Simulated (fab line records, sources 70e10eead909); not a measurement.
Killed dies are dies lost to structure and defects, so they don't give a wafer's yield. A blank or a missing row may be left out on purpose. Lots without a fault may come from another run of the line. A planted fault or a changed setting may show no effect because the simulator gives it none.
Which tool did it? | flow nand_harc | 24 lots, 72 wafers sampled, at 5 steps of a route of 1159

WHAT THE GAUGES READ, wafer by wafer
NHARC_A_M1_THK_MEAS_24: measures by xrf.
lot  | measured     | on            | thk_nm (nm)
L074 | day 17 22:12 | film_metro-02 | 153.6 152.1 152.8
L077 | day 17 23:37 | film_metro-02 | 153.4 149.9 153.1
L075 | day 18 00:39 | film_metro-01 | 153.9 152.3 156.0
L076 | day 18 03:43 | film_metro-02 | 154.3 153.6 150.7
L078 | day 18 09:02 | film_metro-01 | 155.6 152.5 152.8
L079 | day 19 12:20 | film_metro-02 | 152.3 151.9 150.2
L084 | day 19 17:19 | film_metro-02 | 152.4 153.2 155.2
L080 | day 19 23:54 | film_metro-01 | 153.1 154.4 152.0
L082 | day 20 02:36 | film_metro-01 | 149.9 152.4 155.5
L083 | day 20 03:41 | film_metro-02 | 156.9 152.2 153.9
L081 | day 20 08:11 | film_metro-02 | 154.7 156.4 154.0
L085 | day 20 14:58 | film_metro-01 | 153.4 153.8 153.8
L086 | day 20 15:20 | film_metro-01 | 155.2 156.0 156.1
L087 | day 20 18:28 | film_metro-01 | 151.8 155.1 153.7
L088 | day 21 01:35 | film_metro-01 | 152.7 151.5 153.9
L089 | day 22 01:27 | film_metro-01 | 155.5 153.5 154.5
L091 | day 22 02:44 | film_metro-01 | 152.9 155.0 154.0
L090 | day 22 02:28 | film_metro-01 | 153.9 152.8 154.5
L092 | day 22 11:55 | film_metro-02 | 152.0 154.2 154.4
L093 | day 22 13:59 | film_metro-02 | 153.6 154.7 153.7
L094 | day 22 15:02 | film_metro-01 | 155.2 153.4 152.0
L097 | day 23 19:06 | film_metro-01 | 154.3 155.8 157.8
L095 | day 23 19:24 | film_metro-01 | 157.0 155.8 155.8
L096 | day 23 23:02 | film_metro-02 | 151.4 155.0 152.1

NHARC_A_BONDPAD_CD_MEAS_09: target cd 500 nm.
lot  | measured     | on        | cd_nm (nm)
L074 | day 18 00:11 | cd_sem-02 | 498.7 505.7 504.6
L077 | day 18 02:00 | cd_sem-02 | 502.8 505.4 499.6
L075 | day 18 02:38 | cd_sem-03 | 500.0 505.5 506.0
L076 | day 18 05:48 | cd_sem-02 | 503.2 498.5 499.4
L078 | day 18 10:59 | cd_sem-02 | 500.7 504.5 499.7
L079 | day 19 14:25 | cd_sem-02 | 500.3 499.3 502.5
L084 | day 19 19:25 | cd_sem-02 | 500.4 498.4 499.7
L080 | day 20 02:10 | cd_sem-02 | 494.9 502.2 499.6
L082 | day 20 04:43 | cd_sem-03 | 499.6 502.0 503.1
L083 | day 20 05:50 | cd_sem-03 | 503.6 499.0 502.1
L081 | day 20 10:16 | cd_sem-02 | 503.9 503.0 504.7
L085 | day 20 17:05 | cd_sem-01 | 504.0 503.0 503.2
L086 | day 20 17:19 | cd_sem-03 | 501.6 500.4 502.4
L087 | day 20 20:43 | cd_sem-02 | 502.1 498.7 501.7
L088 | day 21 03:32 | cd_sem-02 | 502.4 503.8 498.9
L089 | day 22 03:25 | cd_sem-03 | 500.1 499.4 502.9
L091 | day 22 04:52 | cd_sem-01 | 502.4 499.7 502.6
L090 | day 22 04:38 | cd_sem-02 | 503.0 499.3 504.0
L092 | day 22 13:56 | cd_sem-01 | 502.2 498.1 504.2
L093 | day 22 16:38 | cd_sem-01 | 497.3 504.1 502.4
L094 | day 22 17:08 | cd_sem-01 | 498.3 502.0 502.6
L097 | day 23 21:11 | cd_sem-03 | 501.1 500.6 501.1
L095 | day 23 21:29 | cd_sem-03 | 499.1 498.0 496.9
L096 | day 24 00:59 | cd_sem-03 | 502.2 499.0 503.2

NHARC_A_BONDPAD_CD_MEAS_13.
lot  | measured     | on        | cd_nm (nm)
L074 | day 18 00:43 | cd_sem-03 | 497.2 505.0 503.5
L077 | day 18 02:35 | cd_sem-02 | 504.0 503.5 502.4
L075 | day 18 03:10 | cd_sem-03 | 499.9 504.2 506.3
L076 | day 18 06:19 | cd_sem-01 | 503.4 497.5 498.2
L078 | day 18 11:31 | cd_sem-01 | 499.5 503.9 499.0
L079 | day 19 14:57 | cd_sem-02 | 499.0 499.6 502.5
L084 | day 19 20:05 | cd_sem-02 | 499.8 497.5 500.6
L080 | day 20 02:41 | cd_sem-03 | 493.9 502.6 498.2
L082 | day 20 05:14 | cd_sem-01 | 500.0 501.4 502.4
L083 | day 20 06:22 | cd_sem-03 | 503.6 498.3 501.3
L081 | day 20 10:48 | cd_sem-02 | 502.7 502.3 503.1
L085 | day 20 17:40 | cd_sem-01 | 502.6 502.7 501.9
L086 | day 20 17:58 | cd_sem-01 | 501.6 500.0 503.3
L087 | day 20 21:16 | cd_sem-02 | 502.3 498.1 501.4
L088 | day 21 04:04 | cd_sem-01 | 500.3 503.3 497.5
L089 | day 22 03:57 | cd_sem-02 | 499.4 499.8 501.6
L091 | day 22 05:25 | cd_sem-03 | 502.0 497.6 503.2
L090 | day 22 05:10 | cd_sem-01 | 502.5 498.9 502.5
L092 | day 22 14:29 | cd_sem-01 | 501.9 496.6 503.5
L093 | day 22 17:20 | cd_sem-02 | 495.3 505.0 502.3
L094 | day 22 17:56 | cd_sem-03 | 496.3 500.4 500.5
L097 | day 23 21:43 | cd_sem-03 | 502.8 500.1 500.0
L095 | day 23 22:00 | cd_sem-02 | 498.3 497.4 496.7
L096 | day 24 01:31 | cd_sem-02 | 501.0 498.1 503.5

WHICH TOOL RAN EACH LOT (tool, then ch and the chambers of the sampled wafers, then the start)
lot  | NHARC_A_M0_CMP_23             | NHARC_A_M1_PRE_CLEAN_32
L074 | cmp-02 ch 1,2,3, day 17 17:35 | pecvd-04 ch 0,1, day 17 22:27
L077 | cmp-02 ch 1,2,3, day 17 19:06 | pecvd-01 ch 1,2, day 17 23:56
L075 | cmp-03 ch 0,1,3, day 17 20:12 | pecvd-04 ch 1,2, day 18 00:53
L076 | cmp-03 ch 1,3, day 17 23:09   | pecvd-02 ch 0,1, day 18 03:58
L078 | cmp-03 ch 1,3, day 18 04:37   | pecvd-02 ch 0,1,2, day 18 09:15
L079 | cmp-03 ch 0,3, day 19 07:50   | pecvd-02 ch 0,1,2, day 19 12:34
L084 | cmp-03 ch 0,1,2, day 19 12:50 | pecvd-04 ch 0,1,2, day 19 17:32
L080 | cmp-03 ch 0,3, day 19 19:20   | pecvd-02 ch 0,1,2, day 20 00:19
L082 | cmp-02 ch 1,2,3, day 19 22:07 | pecvd-04 ch 1,2, day 20 02:50
L083 | cmp-03 ch 1,2,3, day 19 23:03 | pecvd-04 ch 0,1,2, day 20 03:56
L081 | cmp-04 ch 0,1,3, day 20 03:40 | pecvd-01 ch 1,2, day 20 08:24
L085 | cmp-04 ch 1,2,3, day 20 10:11 | pecvd-04 ch 0,1,2, day 20 15:11
L086 | cmp-03 ch 1,2,3, day 20 10:53 | pecvd-01 ch 0,1,2, day 20 15:34
L087 | cmp-04 ch 0,2,3, day 20 14:08 | pecvd-01 ch 0,1,2, day 20 18:53
L088 | cmp-04 ch 0,1,3, day 20 21:04 | pecvd-04 ch 0,2, day 21 01:48
L089 | cmp-03 ch 0,2,3, day 21 19:53 | pecvd-01 ch 0,1,2, day 22 01:41
L091 | cmp-03 ch 0,3, day 21 21:33   | pecvd-04 ch 0,1,2, day 22 03:00
L090 | cmp-04 ch 2,3, day 21 21:50   | pecvd-02 ch 0,1,2, day 22 02:44
L092 | cmp-02 ch 1,2,3, day 22 07:24 | pecvd-04 ch 1,2, day 22 12:10
L093 | cmp-04 ch 1,2,3, day 22 09:29 | pecvd-04 ch 0,1, day 22 14:46
L094 | cmp-03 ch 0,1, day 22 10:34   | pecvd-04 ch 0,1,2, day 22 15:19
L097 | cmp-04 ch 1,2, day 23 14:41   | pecvd-04 ch 1,2, day 23 19:20
L095 | cmp-03 ch 0,1, day 23 14:46   | pecvd-01 ch 0,1,2, day 23 19:38
L096 | cmp-02 ch 0,1,2, day 23 18:29 | pecvd-02 ch 0,1,2, day 23 23:16
- NHARC_A_M0_CMP_23: polishes, t overpolish 20 s, target thk 113.75 nm.
- NHARC_A_M1_PRE_CLEAN_32: time 12 s.

WHAT THE TOOLS THEMSELVES READ (means of the sampled wafers that have a number; where no wafer has one, the mark that the record gives instead)
NHARC_A_M0_CMP_23.
lot  | tool   | motor_current_A (A) | retaining_ring_pressure_frac | slurry_flow_ml_min | time_to_endpoint_s (s)
L074 | cmp-02 | 12.3                | 1.006                        | 149.6              | 25.7
L077 | cmp-02 | 12.2                | 0.999                        | 150.3              | 28.5
L075 | cmp-03 | 11.3                | 0.997                        | 149.8              | 28.9
L076 | cmp-03 | 10.5                | 0.998                        | 150.6              | 28.0
L078 | cmp-03 | 10.9                | 1.001                        | 150.1              | 27.4
L079 | cmp-03 | 11.6                | 1.001                        | 149.7              | 29.1
L084 | cmp-03 | 11.1                | 0.996                        | 149.7              | 28.2
L080 | cmp-03 | 12.3                | 0.996                        | 150.1              | 29.1
L082 | cmp-02 | 12.2                | 0.997                        | 149.7              | 27.7
L083 | cmp-03 | 10.7                | 0.997                        | 150.1              | 29.6
L081 | cmp-04 | 12.4                | 0.998                        | 150.4              | 27.4
L085 | cmp-04 | 12.0                | 0.999                        | 149.8              | 24.8
L086 | cmp-03 | 10.6                | 1.000                        | 149.8              | 26.4
L087 | cmp-04 | 11.8                | 0.999                        | 150.0              | 25.9
L088 | cmp-04 | 12.1                | 1.006                        | 149.9              | 24.6
L089 | cmp-03 | 10.9                | 1.002                        | 150.1              | 31.4
L091 | cmp-03 | 11.7                | 1.000                        | 149.6              | 31.5
L090 | cmp-04 | 12.4                | 0.996                        | 150.3              | 28.4
L092 | cmp-02 | 12.0                | 1.001                        | 150.1              | 28.2
L093 | cmp-04 | 12.4                | 1.002                        | 150.6              | 25.3
L094 | cmp-03 | 10.8                | 1.004                        | 150.0              | 34.1
L097 | cmp-04 | 11.7                | 1.003                        | 150.0              | 27.0
L095 | cmp-03 | 11.9                | 0.997                        | 149.6              | 30.5
L096 | cmp-02 | 12.5                | 0.996                        | 149.9              | 30.3

NHARC_A_M1_PRE_CLEAN_32.
lot  | tool     | heater_power_w (W) | rf_fwd_power_W (W)
L074 | pecvd-04 | 663                | 292.7
L077 | pecvd-01 | 604                | 292.9
L075 | pecvd-04 | 618                | 292.1
L076 | pecvd-02 | 620                | 292.7
L078 | pecvd-02 | 654                | 292.9
L079 | pecvd-02 | 636                | 292.3
L084 | pecvd-04 | 601                | 292.8
L080 | pecvd-02 | 660                | 291.9
L082 | pecvd-04 | 596                | 290.8
L083 | pecvd-04 | 567                | 292.2
L081 | pecvd-01 | 632                | 291.6
L085 | pecvd-04 | 609                | 292.9
L086 | pecvd-01 | 646                | 292.4
L087 | pecvd-01 | 626                | 292.7
L088 | pecvd-04 | 509                | 292.3
L089 | pecvd-01 | 665                | 293.0
L091 | pecvd-04 | 603                | 292.6
L090 | pecvd-02 | 658                | 292.3
L092 | pecvd-04 | 596                | 293.5
L093 | pecvd-04 | 586                | 293.0
L094 | pecvd-04 | 541                | 292.2
L097 | pecvd-04 | 564                | 292.7
L095 | pecvd-01 | 656                | 291.6
L096 | pecvd-02 | 661                | 291.5

THE ANSWER, worked out from the rows above alone
Rule: what is usual is taken from the lots themselves. Put in order of their means at a reading, lots are off if they are a third of the lots or fewer, leave a main group of 4 or more, and stand apart from it by a gap of 3 or more times the standard deviation of the main group's means; of several such gaps the widest counts. A main group whose means are all the same, to the digits that the tables above print for the reading, isn't used. A lot without any number at a reading at which 4 lots or more have one is off too. The other lots that the step has rows for count as sound. The gauges are gone through in route order, then the tools' own readings, and for those a lot's mean is taken as printed above. The first step at which some lot is off is used, and at that step the reading that is off furthest; a lot without a number counts as furthest.
No lot is off at any reading shown: from this, nothing can be told.

WHAT THE SIMULATOR HAD PUT IN
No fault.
